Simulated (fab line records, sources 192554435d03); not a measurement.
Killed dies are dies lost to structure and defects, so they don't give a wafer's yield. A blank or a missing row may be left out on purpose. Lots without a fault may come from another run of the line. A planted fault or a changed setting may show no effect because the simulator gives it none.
Chamber matching | flow n5_finfet | N5_BEOL_M2_ETCH_74 on rie_diel-06: 4 sister chambers
The step etches underlayer in N2/H2, target depth 6.5 nm, time 5.2 s. 16 wafers are shown with their chamber, then 8 later ones without.

WAFERS WITH THEIR CHAMBER
wafer  | chamber | drypump_motor_current_A (A) | showerhead_plenum_p_Torr (Torr) | throttle_valve_pct (%)
L077.1 | 3       | 5.4                         | 2.57                            | 17.7
L077.5 | 3       | 5.4                         | 2.57                            | 17.7
L077.6 | 2       | 6.8                         | 2.52                            | 18.2
L083.1 | 2       | 6.8                         | 2.52                            | 18.1
L083.2 | 1       | 5.8                         | 2.46                            | 18.2
L083.5 | 1       | 5.8                         | 2.46                            | 18.2
L081.1 | 1       | 5.8                         | 2.46                            | 18.1
L081.2 | 2       | 6.8                         | 2.52                            | 18.2
L081.5 | 3       | 5.4                         | 2.57                            | 17.7
L086.1 | 0       | 5.8                         | 2.55                            | 17.9
L086.3 | 1       | 5.8                         | 2.46                            | 18.2
L086.4 | 2       | 6.9                         | 2.52                            | 18.2
L090.1 | 1       | 5.8                         | 2.45                            | 18.2
L090.4 | 3       | 5.4                         | 2.56                            | 17.7
L090.5 | 3       | 5.4                         | 2.56                            | 17.7
L091.1 | 1       | 5.8                         | 2.45                            | 18.2

SIGNATURES (means of the wafers above)
reading                  | chamber 0 | chamber 1 | chamber 2 | chamber 3 | scatter within a chamber
drypump_motor_current_A  | 5.800     | 5.800     | 6.825     | 5.400     | 0.025
showerhead_plenum_p_Torr | 2.5500    | 2.4567    | 2.5200    | 2.5660    | 0.00459
throttle_valve_pct       | 17.900    | 18.183    | 18.175    | 17.700    | 0.0363
Rule: a wafer's distance from a chamber is the root of the sum, over the readings, of the square of ((its reading less the chamber's mean) divided by the reading's scatter). The wafer belongs to the nearest chamber; if the next one is less than 2 further off, it can't be placed. The scatter: the root of (the sum of the squares of (reading less its chamber's mean) over the shown wafers, divided by (wafers less chambers)).

WAFERS WITHOUT THEIR CHAMBER
wafer  | drypump_motor_current_A (A) | showerhead_plenum_p_Torr (Torr) | throttle_valve_pct (%)
L091.4 | 5.7                         | 2.54                            | 17.9
L091.5 | 6.8                         | 2.51                            | 18.2
L092.1 | 5.8                         | 2.54                            | 17.9
L092.4 | 5.8                         | 2.45                            | 18.2
L092.5 | 5.4                         | 2.56                            | 17.7
L093.1 | 5.8                         | 2.45                            | 18.2
L093.4 | 5.4                         | 2.56                            | 17.7
L093.6 | 5.8                         | 2.54                            | 17.9

WHICH CHAMBER EACH WENT THROUGH
wafer  | from the rows above | in truth
L091.4 | 0                   | 0
L091.5 | 2                   | 2
L092.1 | 0                   | 0
L092.4 | 1                   | 1
L092.5 | 3                   | 3
L093.1 | 1                   | 1
L093.4 | 3                   | 3
L093.6 | 0                   | 0
Placed correctly: 8 of 8. Can't be placed from these rows: 0. Placed wrongly: 0.
